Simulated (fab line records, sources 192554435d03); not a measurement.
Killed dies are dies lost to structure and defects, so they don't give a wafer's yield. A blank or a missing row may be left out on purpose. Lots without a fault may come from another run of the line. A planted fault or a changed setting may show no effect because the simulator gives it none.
fab line records | flow n5_finfet
record lots=11 wafers=33 last_day=19
route steps=1938 shown MOL_CONTACT_COAG@559 MIM_BOT_LITHO@1865 MIM_BOT_ETCH@1868 PASSIVATION@1931
lots that met no fault: from a run of the same line without faults
start_h: hours from the record's first day to the start of the lot's first wafer shown | wait_h: hours since the lot's step before | " the same as in the row above | L1.1+2: a row that stands for several wafers | - no value, or no start given | * or withheld: withheld | < > ~ a bound
route shown NAME@n: a module of which the file shows steps, and the number in the route of the first | usual: mean/standard deviation of fault-free wafers | same: alike in all rows | chamber/n: place in a boat | sites: the reading at each site | _std_site: their standard deviation | _edge_site: outer sites' mean less inner sites' | radius_mm: how far each site lies from the wafer's centre | mask NAME#n: copy n | behind: the tool/chamber that last shaped the wafer | hold: why the lot was held/for how many hours/how that ended | device: the transistor (n, p or np) that didn't switch | end of line: the same wafers' tests at the end of the route | a step without rows: its recipe alone | killed: dies lost to structure and defects at the first sort, not the wafer's yield | map: a wafer's dies, x killed, . not, _ none there
set.NAME: the setting as run; set.NAME@STEP: as run at that earlier step | model.NAME: the simulator's own value behind a step, which no gauge read
steps of the route over a sample of lots; a table a step, a row a wafer
services: from which hour (start_h, from the record's first day; less than 0 if before it) a tool's chamber was out of use, for how many hours, and why
## steps
# step N5_MOL_CONTACT_COAG_ALD_27
# recipe material=SiOC target_thk_a=170 temp_c=400 ald_precursor_family=carbosiloxane ald_co_reactant=H2-plasma pulse_time_s=1.5 time_s=2720 purge_time_s=2 co_reactant_purge_time_s=2 ald_cycles=340 pressure_torr=2
# usual heater_power_outer_w=557/75 heater_power_w=866/94 precursor_pulse_height_rel=0.999/0.02
# same co_reactant_purge_time_s=2 time_s=2720
# columns lot.wafer tool chamber start_h wait_h heater_power_outer_w heater_power_w precursor_pulse_height_rel
L849.2 ald_sin-02 3 101.84 0.0 502 820 0.983
L849.3 " 2 " " 432 721 1.016
L849.6 " 3 " " 517 844 1.000
L850.2 ald_sin-01 2 102.78 0.0 547 849 1.008
L850.3 " 1 " " 622 907 0.979
L850.5 " 1 " " 622 902 0.998
L851.1 ald_sin-03 1 108.85 0.0 620 992 1.003
L851.4 " 0 " " 524 774 1.009
L851.5 " 0 " " 524 831 1.004
L853.1 ald_sin-01 0 128.37 0.0 638 926 0.986
L853.2 " 3 " " 594 1004 1.048
L853.3 " 2 " " 522 837 0.984
L854.2 ald_sin-01 3 132.53 0.1 602 976 1.007
L854.4 " 2 " " 542 852 0.991
L854.6 " 3 " " 611 994 1.020
L856.2 ald_sin-01 1 138.44 0.0 614 915 1.008
L856.3 " 0 " " 656 933 0.984
L856.5 " 2 " " 538 834 0.998
L855.1 ald_sin-01 0 141.67 0.0 637 913 0.999
L855.2 " 1 " " 624 909 0.982
L855.6 " 0 " " 646 931 1.016
L858.2 ald_sin-02 1 154.76 0.0 462 736 0.957
L858.3 " 0 " " 418 689 1.003
L858.5 " 3 " " 521 808 1.020
L860.2 ald_sin-01 0 162.53 0.0 647 931 1.012
L860.3 " 1 " " 632 902 0.969
L860.6 " 2 " " 542 824 0.988
L867.4 ald_sin-01 2 208.36 0.0 533 861 1.031
L867.5 " 3 " " 618 1012 0.996
L867.6 " 2 " " 556 829 1.008
L870.1 ald_sin-03 0 229.94 0.0 519 830 0.974
L870.4 " 3 " " 425 743 0.977
L870.5 " 0 " " 531 815 0.987
# step N5_MIM_BOT_LITHO_DESCUM_10
# recipe chemistry=O2 time_s=7.9 source_power_w=50 bias_power_w=20 pressure_mtorr=20 rf_frequency_hz=2.712e+07 temp_c=40 o2_flow_sccm=225
# usual drypump_motor_current_A=5.70/0.26 oes_product_au=0.81/0.053 rf_vpp_V=243.6/1.2 showerhead_plenum_p_Torr=2.12/0.066 throttle_valve_pct=20.24/0.25
# same time_s=7.9
# columns lot.wafer tool chamber start_h wait_h drypump_motor_current_A oes_product_au rf_hours_counter_h rf_vpp_V showerhead_plenum_p_Torr throttle_valve_pct
L850.2 rie_diel-05 0 293.64 0.9 5.58 0.73 155 243.4 2.11 20.29
L850.3 " 3 " " 5.91 0.89 25 241.8 2.04 20.29
L850.5 " 2 " " 6.13 0.79 - 241.9 2.09 20.53
L849.2 rie_diel-06 0 307.92 2.1 5.60 0.82 94 244.4 2.19 20.47
L849.3 " 3 " " 5.27 0.91 37 243.0 2.12 19.81
L849.6 " 1 " " 5.60 0.79 - 241.5 2.02 20.29
L851.1 rie_diel-05 1 308.38 1.2 5.81 0.83 63 243.7 2.11 19.88
L851.4 " 1 " " 5.80 0.83 - 243.9 2.11 19.87
L851.5 " 2 " " 6.15 0.78 - 243.8 2.08 20.55
L853.1 rie_diel-06 2 321.40 1.3 5.77 0.80 92 244.9 2.20 20.07
L853.2 " 1 " " 5.62 0.78 129 242.0 2.02 20.30
L853.3 " 3 " " 5.28 0.88 43 242.1 2.11 19.80
L854.2 rie_diel-05 3 324.09 0.0 5.92 0.85 42 243.5 2.04 20.30
L854.4 " 0 " " 5.56 0.74 165 244.3 2.11 20.33
L854.6 " 0 " " 5.60 0.73 - 244.3 2.11 20.32
L856.2 rie_diel-04 2 336.91 0.0 5.45 0.95 9 245.9 2.23 20.49
L856.3 " 3 " " 6.04 0.82 94 244.4 2.21 20.51
L856.5 " 0 " " 5.45 0.89 - 242.4 2.05 20.10
L855.1 rie_diel-06 3 342.67 0.0 5.26 0.88 50 243.4 2.11 19.82
L855.2 " 1 " " 5.61 0.76 137 241.9 2.02 20.31
L855.6 " 3 " " 5.28 0.88 - 242.2 2.11 19.83
L858.2 rie_diel-06 1 342.83 0.0 5.59 0.77 137 242.7 2.02 20.31
L858.3 " 2 " " 5.75 0.81 100 245.3 2.19 20.07
L858.5 " 2 " " 5.77 0.80 - 244.1 2.19 20.08
L860.2 rie_diel-04 2 350.86 0.0 5.45 0.95 12 244.3 2.23 20.49
L860.3 " 3 " " 6.05 0.81 98 245.0 2.21 20.53
L860.6 " 2 " " 5.46 0.94 - 245.8 2.23 20.49
L867.4 rie_diel-05 3 423.70 0.0 5.88 0.81 75 240.4 2.03 20.35
L867.5 " 3 " " 5.88 0.81 - 242.3 2.03 20.36
L867.6 " 2 " " 6.14 0.76 - 244.7 2.07 20.61
L870.1 rie_diel-06 0 444.33 0.0 5.57 0.76 139 243.3 2.18 20.55
L870.4 " 1 " " 5.58 0.73 170 242.5 2.01 20.37
L870.5 " 0 " " 5.55 0.76 - 244.9 2.18 20.52
# step N5_MIM_BOT_ETCH_ETCH_00
# recipe chemistry=Cl2/BCl3 target=TiN target_depth_a=455 ion_energy_ev=150 pressure_mtorr=10 icp_w=1000 bias_w=126 Cl2_flow_sccm=53.25 bcl3_flow_sccm=21.75 Ar_flow_sccm=25
# usual drypump_motor_current_A=5.7/0.49 mfc_cl2_sccm=53.25/0.16 oes_product_au=0.83/0.062 throttle_valve_pct=21.76/0.2
# columns lot.wafer tool chamber start_h wait_h drypump_motor_current_A mfc_cl2_sccm oes_product_au rf_hours_counter_h throttle_valve_pct
L850.2 rie_metal-03 0 293.89 0.1 6.4 53.45 0.81 32 22.03
L850.3 " 0 " " 6.4 53.39 0.81 - 22.02
L850.5 " 1 " " 5.5 53.26 0.88 - 21.68
L849.2 rie_metal-03 0 308.17 0.1 6.4 53.55 0.80 33 22.05
L849.3 " 1 " " 5.5 53.41 0.86 - 21.70
L849.6 " 1 " " 5.5 53.43 0.87 - 21.68
L851.1 rie_metal-03 1 308.63 0.1 5.5 53.14 0.86 24 21.67
L851.4 " 1 " " 5.5 53.19 0.87 - 21.68
L851.5 " 1 " " 5.5 53.18 0.86 - 21.69
L853.1 rie_metal-02 1 321.65 0.1 5.7 53.18 0.75 51 21.60
L853.2 " 0 " " 5.4 53.19 0.81 25 21.98
L853.3 " 1 " " 5.7 53.29 0.75 - 21.60
L854.2 rie_metal-02 0 324.34 0.1 5.4 53.15 0.80 25 21.99
L854.4 " 1 " " 5.7 53.08 0.75 - 21.62
L854.6 " 0 " " 5.4 53.28 0.81 - 21.97
L856.2 rie_metal-01 0 337.15 0.1 6.1 53.13 0.94 6 21.48
L856.3 " 1 " " 4.9 53.70 0.92 - 21.68
L856.5 " 0 " " 6.1 53.38 0.93 - 21.47
L855.1 rie_metal-01 0 342.91 0.1 6.1 53.31 0.93 6 21.49
L855.2 " 1 " " 4.9 53.56 0.91 5 21.68
L855.6 " 1 " " 4.9 53.43 0.92 - 21.67
L858.2 rie_metal-02 1 343.07 0.1 5.7 53.18 0.75 55 21.62
L858.3 " 1 " " 5.7 53.19 0.74 - 21.63
L858.5 " 0 " " 5.4 53.19 0.81 - 21.98
L860.2 rie_metal-03 0 351.11 0.1 6.4 53.14 0.79 37 22.06
L860.3 " 1 " " 5.5 53.09 0.85 - 21.70
L860.6 " 1 " " 5.5 53.05 0.85 - 21.70
L867.4 rie_metal-01 1 423.98 0.1 4.9 53.45 0.87 - 21.70
L867.5 " 1 " " 4.9 53.14 0.87 - 21.70
L867.6 " 0 " " 6.1 53.26 0.89 - 21.50
L870.1 rie_metal-02 1 444.57 0.1 5.7 53.15 0.72 64 21.64
L870.4 " 0 " " 5.4 53.39 0.78 - 21.99
L870.5 " 0 " " 5.5 53.44 0.78 - 22.01
# step N5_PASSIVATION_STRIP_48
# recipe chemistry=O2 power_w=600 temp_c=60 pressure_mtorr=30 rf_frequency_hz=6e+07 bias_power_w=0 overash_fraction=0.5 o2_flow_sccm=225
# usual drypump_motor_current_A=5.69/0.25 oes_product_au=0.81/0.057 rf_vpp_V=4.0/2.6 showerhead_plenum_p_Torr=2.12/0.067 throttle_valve_pct=16.50/0.24
# columns lot.wafer tool chamber start_h wait_h drypump_motor_current_A oes_product_au rf_hours_counter_h rf_vpp_V showerhead_plenum_p_Torr throttle_valve_pct
L850.2 rie_diel-05 3 305.42 0.1 5.90 0.88 31 3.1 2.05 16.48
L850.3 " 1 " " 5.84 0.84 61 1.9 2.11 16.18
L850.5 " 1 " " 5.82 0.83 - 4.8 2.11 16.31
L849.2 rie_diel-05 1 318.05 0.1 5.81 0.81 69 0.6 2.11 16.24
L849.3 " 3 " " 5.83 0.85 39 7.9 2.04 16.60
L849.6 " 1 " " 5.81 0.83 - 0 2.11 16.10
L851.1 rie_diel-06 2 320.18 1.9 5.74 0.83 91 7.2 2.20 16.29
L851.4 " 0 " " 5.64 0.82 99 2.6 2.20 16.77
L851.5 " 0 " " 5.54 0.81 - 4.4 2.20 16.81
L853.1 rie_diel-05 3 329.21 0.1 5.84 0.88 45 4.9 2.04 16.57
L853.2 " 0 " " 5.66 0.72 167 4.2 2.11 16.59
L853.3 " 1 " " 5.79 0.81 75 2.2 2.11 16.19
L854.2 rie_diel-06 0 330.37 0.1 5.57 0.80 102 3.9 2.20 16.75
L854.4 " 1 " " 5.60 0.77 131 2.7 2.03 16.52
L854.6 " 2 " " 5.76 0.81 - 8.1 2.20 16.38
L856.2 rie_diel-06 2 346.67 0.1 5.75 0.80 100 2.9 2.19 16.34
L856.3 " 0 " " 5.58 0.79 108 9.6 2.19 16.72
L856.5 " 3 " " 5.26 0.84 - 3.0 2.11 16.02
L855.1 rie_diel-05 3 350.22 0.1 5.91 0.83 50 1.0 2.04 16.64
L855.2 " 2 " " 6.08 0.75 138 6.2 2.08 16.72
L855.6 " 2 " " 6.13 0.78 - 4.6 2.08 16.84
L858.2 rie_diel-05 2 352.73 0.1 6.12 0.77 139 0 2.08 16.83
L858.3 " 3 " " 5.90 0.88 51 8.2 2.04 16.46
L858.5 " 1 " " 5.81 0.79 - 7.7 2.10 16.26
L860.2 rie_diel-06 0 360.43 0.1 5.56 0.77 112 2.1 2.19 16.73
L860.3 " 2 " " 5.71 0.80 105 4.1 2.19 16.35
L860.6 " 2 " " 5.72 0.79 - 5.9 2.20 16.31
L867.4 rie_diel-06 1 431.88 0.1 5.63 0.73 167 1.3 2.01 16.60
L867.5 " 2 " " 5.71 0.77 - 1.0 2.19 16.37
L867.6 " 1 " " 5.60 0.72 - 1.8 2.01 16.71
L870.1 rie_diel-04 1 450.76 0.1 6.04 0.85 90 1.7 2.10 16.62
L870.4 " 3 " " 6.03 0.77 133 4.8 2.20 16.81
L870.5 " 3 " " 6.04 0.78 - 5.6 2.20 16.75
# step N5_PASSIVATION_PROBE_49
# usual killed_at_M0_to_M3=36/11 killed_at_M4_up=14/5.2 killed_at_contacts=12/6.1 killed_at_front_end=40/12 killed_at_other=3.2/2.5 killed_dies=105/16 killed_open=68/12 killed_short=35/8.7
# same gross_dies=1180 killed_at_back_side=0
# columns lot.wafer tool chamber start_h wait_h killed_at_M0_to_M3 killed_at_M4_up killed_at_contacts killed_at_front_end killed_at_other killed_dies killed_open killed_short
L867.4 prober-02 - 434.54 0.2 24 13 153 40 1 231 60 28
L867.5 prober-02 - 434.59 0.2 17 19 13 40 0 89 60 26
L867.6 prober-02 - 434.64 0.3 15 14 158 41 4 232 49 31
# killed by level:class
L867.4 MOL_CONTACT_COAG:unspecified=141 STI_FIN_REVEAL:geometric_particle:open=10 MOL_CONTACT_COAG:geometric_particle:open=9 BEOL_M4:geometric_particle:open=8 FIN_SAQP:geometric_particle:short=7 BEOL_M0_SAQP:geometric_particle:short=6 BEOL_M2:geometric_particle:open=6 FIN_SAQP:geometric_particle:open=5
L867.5 MOL_CONTACT_COAG:geometric_particle:open=12 DUMMY_GATE:geometric_particle:open=11 BEOL_M4:geometric_particle:open=11 GATE_CUT:geometric_particle:short=6 BEOL_M1:geometric_particle:short=4 FIN_SAQP:geometric_particle:open=3 STI_FIN_REVEAL:geometric_particle:open=3 GATE_CUT:geometric_particle:open=3
L867.6 MOL_CONTACT_COAG:unspecified=145 MOL_CONTACT_COAG:geometric_particle:open=11 GATE_CUT:geometric_particle:short=7 FIN_SAQP:geometric_particle:open=6 FIN_SAQP:geometric_particle:short=6 STI_FIN_REVEAL:geometric_particle:open=5 DUMMY_GATE:geometric_particle:open=4 BEOL_M1:geometric_particle:short=3
## services
# columns tool chamber start_h hours kind
ald_sin-01 - 85.44 14.0 pm
rie_diel-05 3 87.35 1.4 repair
rie_metal-03 - 119.08 2.8 pm
rie_diel-04 0 120.85 5.2 repair
ald_sin-01 2 202.06 4.0 repair
ald_sin-01 3 233.46 13.0 repair
ald_sin-01 - 235.12 0.7 repair
rie_diel-05 - 238.15 0.8 repair
rie_metal-01 - 238.53 0.7 repair
ald_sin-01 3 281.96 2.0 repair
rie_diel-04 - 292.12 28.1 pm
rie_diel-05 0 329.85 3.2 repair
rie_metal-02 0 330.54 9.5 repair
ald_sin-01 0 331.79 28.4 repair
rie_diel-05 - 339.29 2.8 pm
ald_sin-01 3 348.87 59.7 repair
rie_diel-05 1 355.98 1.7 repair
ald_sin-01 - 374.31 14.6 pm
rie_diel-06 0 393.32 5.4 repair
ald_sin-01 0 396.80 4.9 repair
ald_sin-01 - 415.66 28.1 pm
rie_metal-03 - 424.12 3.1 repair
ald_sin-01 - 443.76 2.8 pm
rie_metal-02 - 448.91 2.8 pm
## key
first_sign step=N5_PASSIVATION_PROBE_49 reading=killed_at_contacts direction=up sigmas=23 usual=12 struck=156
effect step=N5_PASSIVATION_PROBE_49 reading=killed_dies direction=up sigmas=7.7 usual=105 struck=232
more_kills_born_at N5_MOL_CONTACT_COAG_ALD_27@ald_sin-01=286
met_at N5_MOL_CONTACT_COAG_ALD_27
struck_lots L867
struck_wafers L867.4,L867.6
tester_left_out L867
not_acting_at N5_MIM_BOT_LITHO_DESCUM_10,N5_MIM_BOT_ETCH_ETCH_00,N5_PASSIVATION_STRIP_48
onset_between 162.53 208.36
fault kind=chamber_particle_source tool=ald_sin-01 chamber=2 onset_h=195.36 steps=N5_MOL_CONTACT_COAG_ALD_27 rate_per_visit_cm2=1.2779 end_h=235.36
# tester_left_out: of these lots the tester's yield and bins aren't shown, on N5 and GAA mostly nor the transistor test; their killed dies are dies lost to structure and defects alone, not to doping, threshold or leakage, so they don't give the yield
